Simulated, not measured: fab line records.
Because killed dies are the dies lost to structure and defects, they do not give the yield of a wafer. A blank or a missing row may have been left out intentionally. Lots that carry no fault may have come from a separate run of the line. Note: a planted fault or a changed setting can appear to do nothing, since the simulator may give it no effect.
Chamber matching ; flow nand-harc ; rie-diel-09 running NHARC_A_M1_DESCUM_14: 4 sister chambers
The step chemistry O2, time 3 s. 24 wafers are shown with their chamber, then 12 later ones without.

== WAFERS, EACH WITH ITS CHAMBER ==
wafer;chamber;drypump-motor-current-A (A);oes-product-au (a.u.);throttle-valve-pct (%)
L076.1;1;6.6;0.999;11.301
L076.3;2;6.2;0.981;11.283
L076.6;0;5.3;0.979;11.307
L078.1;1;6.6;0.993;11.313
L078.3;3;5.5;1.006;11.313
L078.5;0;5.3;0.978;11.307
L084.1;2;6.2;0.992;11.312
L084.3;3;5.5;1.003;11.305
L084.6;0;5.3;0.991;11.319
L083.1;3;5.5;1.006;11.323
L083.3;2;6.2;0.971;11.303
L083.5;1;6.6;0.994;11.302
L081.4;0;5.3;0.995;11.320
L081.5;1;6.6;0.987;11.306
L081.6;2;6.2;0.983;11.320
L086.2;0;5.3;1.004;11.316
L086.3;1;6.6;0.992;11.317
L086.4;2;6.2;0.990;11.311
L089.1;2;6.2;0.999;11.311
L089.2;3;5.5;1.012;11.318
L089.5;3;5.5;1.015;11.311
L090.1;2;6.2;0.969;11.308
L090.3;1;6.5;0.993;11.300
L090.6;3;5.5;1.008;11.299

SIGNATURES (averages over the wafers above)
reading;chamber 0;chamber 1;chamber 2;chamber 3;scatter within a chamber
drypump-motor-current-A;5.300;6.583;6.200;5.500;0.0204
oes-product-au;0.98940;0.99300;0.98357;1.00833;0.00832
throttle-valve-pct;11.31380;11.30650;11.30686;11.31150;0.00895
Rule: a wafer's distance from a chamber is the root of the sum, over the readings, of the square of ((its reading less the chamber's mean) divided by the reading's scatter). If the next closest chamber is less than 2 further off than the closest, the wafer can't be placed; otherwise it belongs to the closest. The scatter: the root of (the sum of the squares of (reading less its chamber's mean) over the shown wafers, divided by (wafers less chambers)).

== WAFERS WITHOUT THEIR CHAMBER ==
wafer;drypump-motor-current-A (A);oes-product-au (a.u.);throttle-valve-pct (%)
L092.1;5.5;1.002;11.310
L092.4;6.6;0.994;11.315
L092.6;6.6;1.003;11.310
L092.2;6.2;0.976;11.315
L092.3;5.3;0.973;11.296
L092.5;6.2;0.967;11.314
L096.3;5.3;0.987;11.319
L096.5;6.2;0.992;11.310
L096.6;5.5;1.003;11.320
L097.1;5.5;1.003;11.312
L097.2;6.5;1.000;11.310
L097.6;5.5;1.008;11.328

== WHICH CHAMBER EACH ONE RAN IN ==
wafer;from the rows above;in truth
L092.1;3;3
L092.4;1;1
L092.6;1;1
L092.2;2;2
L092.3;0;0
L092.5;2;2
L096.3;0;0
L096.5;2;2
L096.6;3;3
L097.1;3;3
L097.2;1;1
L097.6;3;3
Correctly placed: 12 of 12. Number that these rows cannot place: 0. Wrongly placed: 0.
